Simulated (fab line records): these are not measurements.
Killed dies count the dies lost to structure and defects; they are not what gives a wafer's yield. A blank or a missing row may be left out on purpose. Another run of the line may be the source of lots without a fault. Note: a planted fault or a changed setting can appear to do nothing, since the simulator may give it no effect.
A single fault, viewed from 2 desks -- flow nandHarc -- each desk has only its own numbers; what lay behind them comes last

THE METROLOGY DESK
What the gauges read, lot by lot, whatever tool the lot ran on: means of the sampled wafers that have a number. The brackets show how far a lot's mean lies from the usual mean; more than 4 standard deviations puts the lot out of limits, marked OUT.
Columns: A = cdNm at NHARC_P_CONTACT_CD_MEAS_12, usual 90.3 nm
lot,first seen here,A
L926,day 7 03:14,91.2
L927,day 7 15:28,90.4
L931,day 9 05:47,89.8
L932,day 9 17:01,90.1
L936,day 11 11:22,95.6 (+7.5) OUT
L938,day 12 02:22,93.7 (+4.8) OUT
L937,day 12 05:14,93.1
L939,day 12 16:03,92.0
L942,day 13 22:10,91.6
L944,day 14 09:48,90.0
L945,day 14 23:13,89.3
L946,day 15 07:03,89.2
This desk finds L936, L938 out of limits, L936 being first, at day 11 11:22 (cdNm at NHARC_P_CONTACT_CD_MEAS_12). L926, L927, L931, L932, L937, L939, L942, L944, L945, L946 stayed within limits.

AT THE TOOL OWNER'S DESK: arfiScanner-02
The tool's own readings at NHARC_P_CONTACT_EXPOSE_09 (exposes mask P CA, target cd 90 nm): means of the sampled wafers that have a number, for each lot that ran on this tool. The brackets show how far a lot's mean lies from the usual mean; more than 4 standard deviations puts the lot out of limits, marked OUT.
Columns: A = exposureDoseMJCm2 at NHARC_P_CONTACT_EXPOSE_09, usual 81.26
lot,first seen here,A
L927,day 7 15:20,81.50
L932,day 9 16:52,81.38
L936,day 11 11:14,88.45 (+40) OUT
L938,day 12 02:14,87.09 (+32) OUT
L937,day 12 05:05,85.87 (+26) OUT
L939,day 12 15:54,85.03 (+21) OUT
This desk finds L936, L937, L938, L939 out of limits, L936 being first, at day 11 11:14 (exposureDoseMJCm2 at NHARC_P_CONTACT_EXPOSE_09). L927, L932 stayed within limits.

TAKEN TOGETHER
On L936, L937, L938, L939, at day 11 11:14, an alarm was possible from the tool owner's desk.
At day 11 11:22 the metrology desk could have sounded an alarm, on L936, L938.
The metrology desk holds a record of L937, L939, inside its limits.
Of the lots named, all ran NHARC_P_CONTACT_EXPOSE_09 on arfiScanner-02.

WHAT THE SIMULATOR PUT IN
Process parameter drift: arfiScanner-02, from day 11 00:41 on, at NHARC_P_CONTACT_EXPOSE_09. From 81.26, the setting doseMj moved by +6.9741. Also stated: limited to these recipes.
Shown lots that were struck: L936, L937, L938, L939.
Time in hours from fault onset to the first out-of-limits reading at each desk: tool owner's desk 11, metrology desk 11.
